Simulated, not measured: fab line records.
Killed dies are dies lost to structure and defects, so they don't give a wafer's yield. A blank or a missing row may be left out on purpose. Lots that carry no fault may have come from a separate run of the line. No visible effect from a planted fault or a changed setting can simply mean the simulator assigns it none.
Which of the tools did it? | flow nand-harc | 13 lots with 39 wafers sampled at 5 steps, on a route of 1302 steps

== WHAT EACH GAUGE READ, for each wafer ==
NHARC_END_SORT_01. Usual: value, then standard deviation, for each; defect-limited-yield 90.7 % / 2.6; killed-at-array 59 / 17; killed-at-other 0.7 / 0.9; killed-at-periphery 3.6 / 2.3; killed-dies 63 / 18; killed-open 3.4 / 1.9; killed-short 2.6 / 1.7.
lot  | measured     | on        | defect-limited-yield (%) | killed-at-array | killed-at-other | killed-at-periphery | killed-dies | killed-open | killed-short | flag
L890 | day 25 09:56 | prober-02 | 90.8 91.3 93.6           | 60 58 42        | 1 0 0           | 1 1 1               | 62 59 43    | 6 2 2       | 3 6 1        |
L891 | day 25 10:44 | prober-01 | 92.0 91.1 92.2           | 52 57 52        | 0 1 1           | 2 2 0               | 54 60 53    | 3 1 3       | 1 3 1        |
L892 | day 25 16:53 | prober-02 | 93.2 92.3 91.9           | 43 49 51        | 2 0 0           | 1 3 4               | 46 52 55    | 2 4 5       | 2 1 5        |
L899 | day 29 12:18 | prober-01 | 93.1 90.7 91.0           | 43 59 61        | 0 0 0           | 4 4 0               | 47 63 61    | 3 5 2       | 3 4 4        |
L900 | day 29 19:17 | prober-01 | 88.8 89.7 91.3           | 71 62 55        | 1 0 0           | 4 8 4               | 76 70 59    | 3 4 2       | 1 5 2        |
L904 | day 32 00:22 | prober-01 | 91.6 90.7 92.0           | 50 57 46        | 0 0 0           | 7 6 8               | 57 63 54    | 3 4 4       | 2 4 4        |

== WHICH TOOL RAN EACH LOT (tool, then ch and the chambers of the sampled wafers, then the start) ==
lot  | NHARC_A_M1_PRE_CLEAN_30                 | NHARC_A_M1_PVD_20                       | NHARC_A_BONDPAD_DEP_00                   | NHARC_A_BONDPAD_ETCH_24
L888 | pvd-sputter-03, day 23 10:29 or earlier | pvd-sputter-03, day 23 10:29 or earlier | pecvd-02 ch 0,1, day 23 10:29            | rie-diel-07 ch 2,3, day 23 12:18
L890 | pvd-sputter-02, day 24 01:00 or earlier | pvd-sputter-02, day 24 01:00 or earlier | pecvd-04 ch 0,1,2, day 24 01:00          | rie-diel-12 ch 1,2,3, day 24 02:54
L891 | pvd-sputter-03, day 24 06:05 or earlier | pvd-sputter-03, day 24 06:05 or earlier | pecvd-02 ch 0,2, day 24 06:05 or earlier | rie-diel-12 ch 0,2,3, day 24 06:05
L892 | pvd-sputter-03, day 24 05:32 or earlier | pvd-sputter-03, day 24 05:32 or earlier | pecvd-01 ch 0,2, day 24 05:32            | rie-diel-12 ch 0,1,2, day 24 07:31
L894 | pvd-sputter-02, day 26 01:26 or earlier | pvd-sputter-02, day 26 01:26 or earlier | pecvd-01 ch 0,1, day 26 01:26            | rie-diel-07 ch 1,2, day 26 03:22
L899 | pvd-sputter-01, day 28 00:25 or earlier | pvd-sputter-01, day 28 00:25 or earlier | pecvd-01 ch 0,1,2, day 28 00:25          | rie-diel-12 ch 0,2,3, day 28 02:18
L900 | pvd-sputter-01, day 28 03:04 or earlier | pvd-sputter-01, day 28 03:04 or earlier | pecvd-01 ch 0,1,2, day 28 03:04          | rie-diel-12 ch 0,3, day 28 04:57
L898 | pvd-sputter-02, day 28 04:59 or earlier | pvd-sputter-02, day 28 04:59 or earlier | pecvd-04 ch 0,1,2, day 28 04:59          | rie-diel-12 ch 0,1,3, day 28 06:50
L904 | pvd-sputter-01, day 30 14:37 or earlier | pvd-sputter-01, day 30 14:37 or earlier | pecvd-01 ch 0,2, day 30 14:37            | rie-diel-07 ch 0,2,3, day 30 16:47
L907 | pvd-sputter-03, day 30 18:46 or earlier | pvd-sputter-03, day 30 18:46 or earlier | pecvd-02 ch 0,1,2, day 30 18:46          | rie-diel-07 ch 0,2,3, day 30 20:47
L908 | pvd-sputter-01, day 31 14:14 or earlier | pvd-sputter-01, day 31 14:14 or earlier | pecvd-04 ch 1,2, day 31 14:14            | rie-diel-07 ch 1,2, day 31 16:21
L910 | pvd-sputter-01, day 32 10:34 or earlier | pvd-sputter-01, day 32 10:34 or earlier | pecvd-01 ch 1,2, day 32 10:34            | rie-diel-12 ch 0,1,2, day 32 12:33
L911 | pvd-sputter-02, day 32 18:48 or earlier | pvd-sputter-02, day 32 18:48 or earlier | pecvd-01 ch 0,1,2, day 32 18:48          | rie-diel-06 ch 0,1,3, day 32 20:37
- NHARC_A_M1_PRE_CLEAN_30: time 30 s.
- NHARC_A_M1_PVD_20: deposits TaN, target thk 5 nm, time 8.06 s.
- NHARC_A_BONDPAD_DEP_00: deposits SiCN, target thk 250 nm.
- NHARC_A_BONDPAD_ETCH_24: etches the open film in CF4/N2, target depth 30 nm, time 72.99 s.

== WHAT THE TOOLS THEMSELVES READ (means of the sampled wafers that have a number; where no wafer has one, the mark that the record gives instead) ==
NHARC_A_M1_PRE_CLEAN_30. Usual: heater-power-w 409 W, standard deviation 44.
lot  | tool           | heater-power-w (W) | flag
L888 | pvd-sputter-03 | 396                |
L890 | pvd-sputter-02 | 389                |
L891 | pvd-sputter-03 | 424                |
L892 | pvd-sputter-03 | 401                |
L894 | pvd-sputter-02 | 385                |
L899 | pvd-sputter-01 | 455                |
L900 | pvd-sputter-01 | 419                |
L898 | pvd-sputter-02 | 383                |
L904 | pvd-sputter-01 | 447                |
L907 | pvd-sputter-03 | 412                |
L908 | pvd-sputter-01 | 423                |
L910 | pvd-sputter-01 | 445                |
L911 | pvd-sputter-02 | 398                |

NHARC_A_M1_PVD_20. Usual: chamber-pressure-pa 0.12003 Pa, standard deviation 0.00024; throttle-valve-pct 29.7 %, standard deviation 1.2.
lot  | tool           | chamber-pressure-pa (Pa) | throttle-valve-pct (%) | flag
L888 | pvd-sputter-03 | 0.11985                  | 29.2                   |
L890 | pvd-sputter-02 | 0.12015                  | 29.4                   |
L891 | pvd-sputter-03 | 0.12004                  | 29.3                   |
L892 | pvd-sputter-03 | 0.11987                  | 29.5                   |
L894 | pvd-sputter-02 | 0.12004                  | 29.2                   |
L899 | pvd-sputter-01 | 0.11993                  | 30.8                   |
L900 | pvd-sputter-01 | 0.11992                  | 31.7                   |
L898 | pvd-sputter-02 | 0.12007                  | 28.3                   |
L904 | pvd-sputter-01 | 0.12025                  | 30.8                   |
L907 | pvd-sputter-03 | 0.12009                  | 29.3                   |
L908 | pvd-sputter-01 | 0.12013                  | 31.1                   |
L910 | pvd-sputter-01 | 0.12022                  | 30.0                   |
L911 | pvd-sputter-02 | 0.12012                  | 29.3                   |

NHARC_A_BONDPAD_DEP_00. Usual: heater-power-w 557 W, standard deviation 69.
lot  | tool     | heater-power-w (W) | flag
L888 | pecvd-02 | 559                |
L890 | pecvd-04 | 485                |
L891 | pecvd-02 | 542                |
L892 | pecvd-01 | 604                |
L894 | pecvd-01 | 534                |
L899 | pecvd-01 | 563                |
L900 | pecvd-01 | 565                |
L898 | pecvd-04 | 484                |
L904 | pecvd-01 | 599                |
L907 | pecvd-02 | 576                |
L908 | pecvd-04 | 568                |
L910 | pecvd-01 | 513                |
L911 | pecvd-01 | 595                |

NHARC_A_BONDPAD_ETCH_24. Usual: drypump-motor-current-A 5.8 A, standard deviation 0.44; oes-product-au 0.998 a.u., standard deviation 0.0067; rf-vpp-V 313.8 V, standard deviation 1.5; run-length-s 94.4 s, standard deviation 0.38; showerhead-plenum-p-Torr 2.60 Torr, standard deviation 0.073; throttle-valve-pct 19.793 %, standard deviation 0.0087.
lot  | tool        | drypump-motor-current-A (A) | oes-product-au (a.u.) | rf-vpp-V (V) | run-length-s (s) | showerhead-plenum-p-Torr (Torr) | throttle-valve-pct (%) | flag
L888 | rie-diel-07 | 6.0                         | 0.997                 | 313.9        | 94.2             | 2.61                            | 19.791                 |
L890 | rie-diel-12 | 5.8                         | 0.994                 | 313.6        | 94.3             | 2.58                            | 19.787                 |
L891 | rie-diel-12 | 5.7                         | 1.002                 | 312.7        | 94.5             | 2.57                            | 19.789                 |
L892 | rie-diel-12 | 5.5                         | 1.004                 | 313.8        | 94.6             | 2.59                            | 19.794                 |
L894 | rie-diel-07 | 5.7                         | 0.993                 | 315.1        | 94.0             | 2.63                            | 19.797                 |
L899 | rie-diel-12 | 5.7                         | 0.998                 | 313.7        | 94.7             | 2.57                            | 19.798                 |
L900 | rie-diel-12 | 6.2                         | 1.001                 | 313.6        | 84.0             | 2.57                            | 19.789                 | OFF
L898 | rie-diel-12 | 5.9                         | 0.997                 | 313.4        | 84.2             | 2.59                            | 19.799                 | OFF
L904 | rie-diel-07 | 6.0                         | 0.991                 | 313.8        | 94.3             | 2.63                            | 19.791                 |
L907 | rie-diel-07 | 6.1                         | 0.994                 | 315.5        | 94.4             | 2.63                            | 19.794                 |
L908 | rie-diel-07 | 5.7                         | 0.997                 | 313.5        | 94.1             | 2.63                            | 19.795                 |
L910 | rie-diel-12 | 5.5                         | 1.004                 | 313.4        | 94.7             | 2.58                            | 19.790                 |
L911 | rie-diel-06 | 5.8                         | 1.000                 | 313.3        | 94.3             | 2.56                            | 19.792                 |

== THE ANSWER, worked out from the rows above alone ==
Rule: a lot is off if the mean of its wafers that have a number lies more than 3 standard deviations from the usual mean. A lot without any number at a reading at which 4 lots or more have one is off too. Any other lot the step has rows for is counted as sound. The gauges are gone through in route order, then the tools' own readings, and for those a lot's mean is taken as printed above. The first step at which some lot is off is used, and at that step the reading that is off furthest; a lot without a number counts as furthest.
Off: L900, L898, at NHARC_A_BONDPAD_ETCH_24 (run-length-s).
If a tool, at that step or one of the process steps before it, ran each lot that is off and ran no sound lot following the first of them, it fits. NHARC_A_M1_PRE_CLEAN_30 gives no start for some lots, so the hours and the order of its lots are those of NHARC_A_BONDPAD_ETCH_24. NHARC_A_M1_PVD_20 gives no start for some lots, so the hours and the order of its lots are those of NHARC_A_BONDPAD_ETCH_24. NHARC_A_BONDPAD_DEP_00 gives no start for some lots, so the hours and the order of its lots are those of NHARC_A_BONDPAD_ETCH_24. Of those tried, none fits.

== WHAT HAD BEEN PUT IN BY THE SIMULATOR ==
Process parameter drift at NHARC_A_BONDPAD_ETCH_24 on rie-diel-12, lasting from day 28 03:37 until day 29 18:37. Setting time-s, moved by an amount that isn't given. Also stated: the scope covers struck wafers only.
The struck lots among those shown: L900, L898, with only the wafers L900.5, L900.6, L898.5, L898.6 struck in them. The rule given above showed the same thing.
